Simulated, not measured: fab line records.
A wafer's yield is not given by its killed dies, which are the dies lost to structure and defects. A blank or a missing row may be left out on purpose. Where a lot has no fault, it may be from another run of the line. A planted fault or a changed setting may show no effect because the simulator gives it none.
Matching of chambers ; flow n5Finfet ; 4 sister chambers for N5_BEOL_M5_ETCH_75 on rieDiel-02
The step etches underlayer in N2/H2, target depth 6.5 nm, time 5.2 s. 4 wafers are shown with their chamber, then 12 later ones without.

== WAFERS, EACH WITH ITS CHAMBER ==
wafer;chamber;showerheadPlenumPTorr (Torr)
L081.5;1;2.54
L085.2;0;2.62
L085.3;2;2.68
L085.6;3;2.51

== WAFERS WITHOUT THEIR CHAMBER ==
wafer;showerheadPlenumPTorr (Torr)
L086.2;2.68
L086.4;2.51
L086.5;2.62
L092.2;2.53
L092.4;2.62
L092.5;2.53
L093.2;2.62
L093.3;2.50
L093.6;2.53
L095.2;2.62
L095.4;2.67
L095.5;2.50

== EACH ONE'S CHAMBER ==
wafer;from the rows above;in truth
L086.2;2;2
L086.4;3;3
L086.5;0;0
L092.2;can't be placed: 1 or 3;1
L092.4;0;0
L092.5;can't be placed: 1 or 3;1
L093.2;0;0
L093.3;3;3
L093.6;can't be placed: 1 or 3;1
L095.2;0;0
L095.4;2;2
L095.5;3;3
Correctly placed: 9 of 12. These rows do not allow placing 3 (true chamber among the candidates in 3). Number placed wrongly: 0.
How it was worked out, from the rows above alone: a wafer's distance from a chamber is the root of the sum, over the readings, of the square of ((its reading less the chamber's mean) divided by the reading's scatter). If the next closest chamber is less than 2 further off than the closest, the wafer can't be placed; otherwise it belongs to the closest. A chamber's mean is the mean of its shown wafers. The scatter: with one shown wafer a chamber, the root of the mean of the squares of how far each hidden wafer lies from its nearest shown one.
